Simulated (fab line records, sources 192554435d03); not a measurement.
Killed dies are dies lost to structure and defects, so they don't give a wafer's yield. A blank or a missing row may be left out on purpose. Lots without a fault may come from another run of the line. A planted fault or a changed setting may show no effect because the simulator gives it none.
Split-lot experiment | flow n5_finfet | 7 lots, 39 wafers read, on a route of 1938 steps

THE SPLIT
At N5_BEOL_M6_ALD_77 (deposits TaN, target thk 2 nm, pulse time 2 s, purge time 3 s), the setting ald_cycles was moved away from the recipe's 40 on 18 of the 39 wafers read, by -47.5% to +52.5%. The other wafers ran this setting at the recipe's value.

The reading is taken at the split's own step.

THE READING
TaN_of_BEOL_M6_ALD_77.thk_nm (the simulator's own value, which no gauge read), in nm, at N5_BEOL_M6_ALD_77 (deposits TaN, target thk 2 nm, pulse time 2 s, purge time 3 s). The file gives no usual value for it.

wafer  | tool, chamber at the split | ald_cycles as run | against the recipe | TaN_of_BEOL_M6_ALD_77.thk_nm, nm | against lot-mates on the recipe
L079.1 | ald_metal-03, 0,0,1        | 29                | -27.5%             | 1.4                              | -0.6
L079.5 | ald_metal-03, 0,0,1        | 29                | -27.5%             | 1.4                              | -0.6
L079.6 | ald_metal-03, 0,0,1        | 29                | -27.5%             | 1.4                              | -0.6
L079.2 | ald_metal-03, 3,2,1        | 40                | recipe             | 2                                | -
L079.3 | ald_metal-03, 3,2,1        | 40                | recipe             | 2                                | -
L079.4 | ald_metal-03, 3,2,1        | 40                | recipe             | 2                                | -
L084.1 | ald_metal-04, 1,2,3        | 61                | +52.5%             | 3                                | +1.0
L084.3 | ald_metal-04, 1,2,3        | 61                | +52.5%             | 3                                | +1.0
L084.6 | ald_metal-04, 1,2,3        | 61                | +52.5%             | 3                                | +1.0
L084.2 | ald_metal-04, 3,0,2        | 40                | recipe             | 2                                | -
L084.4 | ald_metal-04, 3,0,2        | 40                | recipe             | 2                                | -
L084.5 | ald_metal-04, 3,0,2        | 40                | recipe             | 2                                | -
L089.1 | ald_metal-04, 3,3,0        | 40                | recipe             | 2                                | -
L089.5 | ald_metal-04, 3,3,0        | 40                | recipe             | 2                                | -
L089.6 | ald_metal-04, 3,3,0        | 40                | recipe             | 2                                | -
L089.2 | ald_metal-04, 2            | 50                | +25.0%             | 2.6                              | +0.6
L089.3 | ald_metal-04, 0,1          | 50                | +25.0%             | 2.4                              | +0.4
L089.4 | ald_metal-04, 0,1          | 50                | +25.0%             | 2.4                              | +0.4
L088.1 | ald_metal-04, 2,3,0        | 40                | recipe             | 2                                | -
L088.3 | ald_metal-04, 2,3,0        | 40                | recipe             | 2                                | -
L088.4 | ald_metal-04, 2,3,0        | 40                | recipe             | 2                                | -
L088.2 | ald_metal-04, 1,0,1        | 21                | -47.5%             | 1                                | -1.0
L088.5 | ald_metal-04, 1,0,1        | 21                | -47.5%             | 1                                | -1.0
L088.6 | ald_metal-04, 1,0,1        | 21                | -47.5%             | 1                                | -1.0
L092.1 | ald_metal-04, 1,3          | 26                | -35.0%             | 1.4                              | -0.6
L092.5 | ald_metal-04, 1,3          | 26                | -35.0%             | 1.4                              | -0.6
L092.2 | ald_metal-04, 0,3,0        | 40                | recipe             | 2                                | -
L092.3 | ald_metal-04, 0,3,0        | 40                | recipe             | 2                                | -
L092.6 | ald_metal-04, 0,3,0        | 40                | recipe             | 2                                | -
L092.4 | ald_metal-04, 2            | 26                | -35.0%             | 1.2                              | -0.8
L094.1 | ald_metal-04, 1,3,0        | 40                | recipe             | 2                                | -
L094.4 | ald_metal-04, 1,3,0        | 40                | recipe             | 2                                | -
L094.6 | ald_metal-04, 1,3,0        | 40                | recipe             | 2                                | -
L096.1 | ald_metal-04, 0,0,3        | 40                | recipe             | 2                                | -
L096.4 | ald_metal-04, 0,0,3        | 40                | recipe             | 2                                | -
L096.5 | ald_metal-04, 0,0,3        | 40                | recipe             | 2                                | -
L096.2 | ald_metal-04, 3,2          | 22                | -45.0%             | 1.2                              | -0.8
L096.3 | ald_metal-04, 3,2          | 22                | -45.0%             | 1.2                              | -0.8
L096.6 | ald_metal-04, 2            | 22                | -45.0%             | 1                                | -1.0
Where a row lists several chambers, the file gives one row for several wafers and doesn't say which wafer went through which chamber.

THE FIT
A straight line over all 39 wafers: TaN_of_BEOL_M6_ALD_77.thk_nm changes by +0.0197 nm for each +1% of ald_cycles; r = +1.00; the points scatter about the line by 0.054 nm.
The same after taking each lot's own level away (the mean of its wafers on the recipe; 39 wafers): +0.0197 nm for each +1%; r = +1.00; scatter 0.054 nm.
On that fit, the largest move of ald_cycles shifts the reading by 1 nm.
The lots' own levels span 2.00 to 2.00 nm.
So the lot-to-lot level changes the slope little: the two slopes agree.
Check: with one of the wafers moved furthest among these (+52.5%) left out of the fit, the line predicts +1.03 nm for it against its lot-mates. It came out at +1 nm against them.

OTHER SPLITS ON THESE WAFERS
These wafers also went through other splits before the reading. Each is held against what the fit with the lots' levels taken away leaves over:
other split on the same wafers     | wafers away from the commonest value | r with TaN_of_BEOL_M6_ALD_77.thk_nm (lot level and that fit taken away)
N5_BEOL_M2_SPUTTER_92 target_thk_a | 12                                   | -0.07
N5_BEOL_M5_DESCUM_16 time_s        | 15                                   | -0.22

THE FILE'S OWN FIT
TaN_of_BEOL_M6_ALD_77.thk_nm changes by +0.0198 nm for each +1% of ald_cycles, r = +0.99.
